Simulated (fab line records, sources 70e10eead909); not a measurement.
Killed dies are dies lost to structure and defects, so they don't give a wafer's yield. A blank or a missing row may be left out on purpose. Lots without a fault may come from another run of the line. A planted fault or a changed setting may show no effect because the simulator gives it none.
One fault seen from 2 desks | flow nand_harc | each desk has only its own numbers; what lay behind them comes last

THE TOOL OWNER'S DESK: pecvd_onon-02
The tool's own readings at NHARC_A_ONON_D1_DEP_28 (target thk 1000 nm): means of the sampled wafers that have a number, for each lot that ran on this tool. A lot is out of limits, marked OUT, if its mean lies more than 4 standard deviations from the usual mean; the brackets give that distance.
Columns: A = susceptor_temp_C at NHARC_A_ONON_D1_DEP_28, usual 400.00 C
lot  | first seen here | A
L275 | day 10 01:48    | 399.84
L278 | day 11 05:59    | 400.26
L286 | day 14 08:58    | 400.21
L287 | day 15 02:35    | 400.04
L294 | day 18 00:22    | 399.94
This desk's finding: nothing out of limits on any of the 5 lots.

THE METROLOGY DESK
What the gauges read, lot by lot, whatever tool the lot ran on: means of the sampled wafers that have a number. A lot is out of limits, marked OUT, if its mean lies more than 4 standard deviations from the usual mean; the brackets give that distance.
Columns: A = thk_nm at NHARC_A_SOURCE_PLATE_THK_MEAS_06, usual 199.7 nm; B = thk_nm at NHARC_A_ONON_D1_THK_MEAS_05, usual 1000 nm; C = thk_nm at NHARC_A_ONON_D1_THK_MEAS_30, usual 998 nm
lot  | first seen here | A     | B    | C
L271 | day 7 23:40     | 198.8 | 1005 | 995
L273 | day 8 16:20     | 199.7 | 1001 | 986
L274 | day 8 16:20     | 199.2 | 1001 | 1010
L275 | day 9 11:09     | 197.4 | 995  | 1012
L276 | day 9 18:31     | 200.2 | 993  | 1002
L277 | day 10 17:00    | 198.0 | 987  | 1006
L278 | day 10 17:00    | 199.8 | 993  | 999
L286 | day 13 20:31    | 199.4 | 999  | 832 (-18) OUT
L287 | day 14 14:22    | 199.4 | 998  | 853 (-16) OUT
L291 | day 16 01:34    | 198.6 | 996  | 986
L293 | day 16 23:22    | 201.1 | 1003 | 1003
L292 | day 16 23:23    | 201.2 | 984  | 993
L294 | day 17 11:56    | 198.9 | 1001 | 1005
This desk's finding: out of limits on L286, L287; first on L286, day 14 09:28 (thk_nm at NHARC_A_ONON_D1_THK_MEAS_30). In limits: L271, L273, L274, L275, L276, L277, L278, L291, L293, L292, L294.

PUT TOGETHER
The metrology desk could have raised an alarm at day 14 09:28, on L286, L287.
The tool owner's desk saw nothing out of limits.
The tool owner's desk has L286, L287 on record, within its limits.
Of the lots named, all ran NHARC_A_ONON_D1_DEP_28 on pecvd_onon-02.

WHAT THE SIMULATOR HAD PUT IN
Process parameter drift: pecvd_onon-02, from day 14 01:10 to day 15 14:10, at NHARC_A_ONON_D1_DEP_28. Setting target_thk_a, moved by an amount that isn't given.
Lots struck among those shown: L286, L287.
Hours from the fault's start to each desk's first reading out of limits: the metrology desk, 8.
